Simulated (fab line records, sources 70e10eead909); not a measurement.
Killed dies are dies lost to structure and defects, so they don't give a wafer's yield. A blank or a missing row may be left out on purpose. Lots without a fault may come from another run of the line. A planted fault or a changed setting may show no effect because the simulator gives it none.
A struck lot beside a sound one | flow nand_harc | 14 steps out of a route of 1159
Sound: wafers L990.2, L990.5, L990.6. Struck: wafers L995.2, L995.3, L995.6. The cause comes at the end.
At each step with rows: each side's tool, then ch and its chambers, then its first start. Under that, the readings that differ: sound wafers | struck wafers | difference of the means | sigmas: that difference in standard deviations of wafers without a fault.
alike: readings whose means differ by less than 2 such deviations, and words and numbers that are the same on both sides. not compared: withheld readings, readings that some wafer has no value for, bounds like >300 that may hide the same value, and numbers for which the record gives no deviation and whose values overlap.
The two part at a step that has a row with sigmas, a row that says differs or no value, or rows on one side only. Numbers that don't overlap but have no deviation are shown without sigmas and don't part them. A reading that every wafer of one side lacks parts them only if that side has two wafers or more.

NHARC_P_M0_CMP_23: polishes, t overpolish 20 s, target thk 117.53 nm.
  sound on cmp-03 ch 0,1,3, day 6 16:37; struck on cmp-04 ch 1,3, day 7 22:38
  alike: motor_current_A, time_to_endpoint_s
NHARC_P_M0_THK_MEAS_24: measures by xrf.
  sound on film_metro-01, day 6 16:52; struck on film_metro-01, day 7 22:58
  reading     | sound             | struck            | difference | sigmas
  thk_nm (nm) | 118.7 118.3 120.5 | 117.1 113.7 117.7 | -3.0       | -2
then, 1 step without rows for these wafers: NHARC_P_M0_SRD_25.
NHARC_P_M0_INSPECT_27:
  sound on defect_inspect-01, day 6 17:02; struck on defect_inspect-02, day 7 23:07
  alike: raw_defect_count
NHARC_P_M0_PRE_CLEAN_31: time 12 s.
  sound on pecvd-02 ch 0,1, day 6 17:07; struck on pecvd-01 ch 0,2, day 7 23:11
  alike: heater_power_w
NHARC_P_M0_DEP_32: deposits SiCN, target thk 30 nm.
  sound on pecvd-02 ch 0,1, day 6 17:16; struck on pecvd-01 ch 0,2, day 7 23:16
  alike: heater_power_w
then, 5 steps without rows for these wafers: NHARC_P_M1_DEP_00 (deposits SiOC, target thk 182.5 nm); NHARC_P_M1_DEHYDRATE_01 (time 120 s); NHARC_P_M1_HMDS_02 (time 30 s); NHARC_P_M1_COAT_34 (time 65 s); NHARC_P_M1_COAT_03 (resist thk 90 nm).
NHARC_P_M1_SOFTBAKE_04: time 55 s.
  sound on litho_track-04 ch 0, day 6 17:00; struck on litho_track-04 ch 0, day 8 00:00
  reading                  | sound                | struck               | difference | sigmas
  heater_power_total_W (W) | 188.33 188.43 188.43 | 204.04 204.07 204.16 | +15.69     | +99 or more
  alike: resist_line_temp_C
then, 1 step without rows for these wafers: NHARC_P_M1_EBR_05.
-- the record jumps here: 13 days lie between the struck wafers' starts before and after (it left off in module P_M1 and takes up again in module END, whose first step shown is number 1159 of the route) --
NHARC_END_SORT_01:
  sound on prober-02 ch 0, day 19 15:42; struck on prober-01 ch 0, day 21 07:58
  alike: defect_limited_yield, killed_at_array, killed_at_other, killed_at_periphery, killed_dies, killed_open, killed_short, sort_bin_2_pct, sort_bin_3_pct, sort_bin_4_pct, sort_n_pass, sort_rim_yield_pct, sort_yield_pct

WHERE THEY PART
First at NHARC_P_M0_THK_MEAS_24; last, within this record, at NHARC_P_M1_SOFTBAKE_04. Later steps at which nothing parts them and some readings are alike: NHARC_END_SORT_01.

WHY: what the simulator had put in
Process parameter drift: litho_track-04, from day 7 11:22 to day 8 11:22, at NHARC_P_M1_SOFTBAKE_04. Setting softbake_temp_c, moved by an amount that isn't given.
